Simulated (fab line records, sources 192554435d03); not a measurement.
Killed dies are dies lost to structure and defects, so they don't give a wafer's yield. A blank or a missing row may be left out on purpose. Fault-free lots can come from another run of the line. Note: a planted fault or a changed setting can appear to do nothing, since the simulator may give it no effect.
A lot that was struck, set against a sound lot :: flow n5-finfet :: 44 steps out of a route of 1938
Sound: the wafers L240.4, L240.5, L240.6. Struck: wafer L246.5 (left out: L246.2, a lot-mate that was not struck); the cause follows at the end.
For every step that has rows: the tool of each side, followed by ch and its chambers, followed by its first start. Under that, the readings that differ: sound wafers :: struck wafers :: difference of the means :: sigmas: that difference in standard deviations of wafers without a fault.
alike: readings with means less than 2 such deviations apart, plus words and numbers identical on both sides. not compared: withheld readings, readings lacking a value on some wafer, bounds such as >300 that could conceal the same value, and numbers that have no deviation in the record and whose values overlap.
The two part at a step that has a row with sigmas, a row that says differs or no value, or rows on one side only. Numbers that have no deviation but don't overlap get no sigmas and don't part them. Lack of a reading on every wafer of one side parts them only where that side has two or more wafers.

N5_STI_FIN_REVEAL_ALD_14: deposits Si3N4, target thk 3 nm.
  sound on ald-sin-02 ch 2,3, day 4 17:58; struck on ald-sin-03 ch 1, day 6 04:29
reading: heater-power-w (W)
sound: 787 818 754
struck: 1013
difference: +227
sigmas: +2
then, 3 steps without rows for these wafers: N5_STI_FIN_REVEAL_FCVD_FILL_01 (material SiO2 flowable, target thk 312 nm, time 512.2 s); N5_STI_FIN_REVEAL_DENSIFY_02 (time 1800 s); N5_STI_FIN_REVEAL_CMP_04 (polishes, stops on Si3N4, t overpolish 4 s, target thk 131.83 nm).
N5_STI_FIN_REVEAL_THK_MEAS_05:
  sound on film-metro-01, day 4 23:19; struck on film-metro-02, day 6 09:50
  alike: thk-nm
N5_STI_FIN_REVEAL_DENSIFY_30:
  sound on rtp-anneal-01 ch 0, day 4 23:26; struck on rtp-anneal-02 ch 0, day 6 09:54
  alike: lamp-power-pct, lamp_zone_4_pct
  not compared: wafer_temp_C_max
then, 1 step without rows for these wafers: N5_STI_FIN_REVEAL_ETCHBACK_08 (etches SiO2 in C4F6/O2, target depth 30.5 nm, time 10.167 s).
N5_STI_FIN_REVEAL_STRIP_24: strips in N2/H2, time 90 s.
  sound on rie-diel-05 ch 0,3, day 4 23:36; struck on rie-diel-03 ch 3, day 6 10:07
reading: oes-product-au (a.u.)
sound: 0.68 0.68 0.72
struck: 0.94
difference: +0.25
sigmas: +3
  alike: drypump-motor-current-A, rf-vpp-V, showerhead-plenum-p-Torr, throttle-valve-pct
  not compared: rf-hours-counter-h
then, 4 steps without rows for these wafers: N5_STI_FIN_REVEAL_PRECLEAN_25 (cleans in SPM, time 90 s); N5_STI_FIN_REVEAL_PRECLEAN_26 (cleans in SC1, time 45 s); N5_STI_FIN_REVEAL_PRECLEAN_29 (cleans in DHF, time 30 s); N5_STI_FIN_REVEAL_SRD_12 (time 30 s).
N5_STI_FIN_REVEAL_RECESS_09: chemistry HF/NH3, target SiO2, afs cycles 11, target depth 42.5 nm, sublimation time 60 s.
  sound on vapor-etch-01 ch 0,1, day 5 00:21; struck on vapor-etch-02 ch 1, day 6 11:23
  alike: drypump-motor-current-A
then, 3 steps without rows for these wafers: N5_STI_FIN_REVEAL_STRIP_16 (strips SiNx in H3PO4, target depth 23.8 nm); N5_STI_FIN_REVEAL_PRECLEAN_17 (cleans in NF3:NH3, afs cycles 1, time 20 s, sublimation time 60 s); N5_STI_FIN_REVEAL_ETCH_34 (etches Si in H2, material Si, target depth 0.97 nm).
N5_STI_FIN_REVEAL_OXIDATION_31: chemistry O2 PLASMA REMOTE, time 20 s.
  sound on plasma-asher-01 ch 0,1, day 5 01:59; struck on plasma-asher-02 ch 1, day 6 12:29
  alike: drypump-motor-current-A, heater-power-w
  not compared: rf-hours-counter-h
then, 6 steps without rows for these wafers: N5_STI_FIN_REVEAL_PRECLEAN_32 (cleans in NF3:NH3, afs cycles 1, time 20 s, sublimation time 60 s); N5_STI_FIN_REVEAL_STRIP_35 (strips Si3N4 in H3PO4, target depth 4 nm, time 39 s); N5_STI_FIN_REVEAL_SRD_21 (time 30 s); N5_STI_FIN_REVEAL_OXIDATION_33 (chemistry O2 PLASMA REMOTE, time 20 s); N5_STI_FIN_REVEAL_CLEAN_19 (cleans in O3/DIW, time 120 s); N5_STI_FIN_REVEAL_SRD_23 (time 30 s).
N5_STI_FIN_REVEAL_CD_MEAS_22: target cd 6.238 nm, pitch 28 nm.
  sound on cd-sem-03, day 5 02:29; struck on cd-sem-01, day 6 13:00
  alike: cd-nm
N5_STI_FIN_REVEAL_FIN_H_MEAS_10:
  sound on ocd-01, day 5 02:31; struck on ocd-02, day 6 13:02
reading: trench-depth-nm (nm)
sound: 52.0 51.9 51.6
struck: 57.2
difference: +5.4
sigmas: +7
then, 2 steps without rows for these wafers: N5_STI_FIN_REVEAL_PRECLEAN_18 (cleans in SC2, time 45 s); N5_STI_FIN_REVEAL_SRD_28 (time 30 s).
N5_STI_FIN_REVEAL_INSPECT_13: inspects for defects (darkfield).
  sound on defect-inspect-02, day 5 02:37; struck on defect-inspect-02, day 6 13:07
  alike: raw-defect-count
then, 2 steps without rows for these wafers: N5_DUMMY_GATE_PRECLEAN_00 (cleans in O3/DIW, time 60 s); N5_DUMMY_GATE_SRD_01 (time 30 s).
N5_DUMMY_GATE_ALD_02: deposits SiO2, target thk 2 nm, pulse time 1 s.
  sound on ald-sin-01 ch 0,1,3, day 5 03:35; struck on ald-sin-03 ch 1, day 6 13:13
reading: heater-power-w (W)
sound: 515 451 431
struck: 559
difference: +93
sigmas: +2
  alike: precursor-pulse-height-rel
then, 4 steps without rows for these wafers: N5_DUMMY_GATE_CVD_03 (deposits a-Si from SiH4, target thk 150 nm, time 8042 s); N5_DUMMY_GATE_PRECLEAN_46 (cleans in DIW, time 89.5 s); N5_DUMMY_GATE_SRD_47 (dry time 32 s); N5_DUMMY_GATE_CMP_04 (polishes a-Si).
N5_DUMMY_GATE_THK_MEAS_05:
  sound on film-metro-01, day 5 09:29; struck on film-metro-01, day 6 17:19
  alike: thk-nm
then, 6 steps without rows for these wafers: N5_DUMMY_GATE_HM_DEP_06 (deposits SiNx from DCS/NH3, target thk 80 nm, time 5141 s); N5_DUMMY_GATE_PECVD_30 (deposits SiO2 from TEOS/O2, target thk 55 nm, time 10.8 s); N5_DUMMY_GATE_COAT_34 (time 60 s, resist thk 60 nm); N5_DUMMY_GATE_COAT_35 (time 60 s, resist thk 10 nm); N5_DUMMY_GATE_COAT_28 (time 60 s, resist thk 10 nm); N5_DUMMY_GATE_COAT_09 (resist thk 30 nm).
-- record jumps: 5 days separate the struck wafers' starts on either side; left off in module DUMMY_GATE, taken up again in module BEOL_M4, whose first shown step is the route's number 1111 --
N5_BEOL_M4_RC_MEAS_101:
  sound on prober-01 ch 0, day 10 05:58; struck on prober-01 ch 0, day 11 22:40
reading: ION_N (uA/um)
sound: 674 678 665
struck: 708
difference: +36
sigmas: +3

reading: ION_P (uA/um)
sound: 469 466 454
struck: 487
difference: +24
sigmas: +3
  alike: DIBL_N, DIBL_P, IOFF_N, IOFF_P, SS_N, SS_P, VT_N, VT_P
then, 1 step without rows for these wafers: N5_PASSIVATION_PROBE_49.

WHERE THEY PART
At N5_STI_FIN_REVEAL_ALD_14 first; at N5_BEOL_M4_RC_MEAS_101 last (within this record only).

WHY: what had been put in by the simulator
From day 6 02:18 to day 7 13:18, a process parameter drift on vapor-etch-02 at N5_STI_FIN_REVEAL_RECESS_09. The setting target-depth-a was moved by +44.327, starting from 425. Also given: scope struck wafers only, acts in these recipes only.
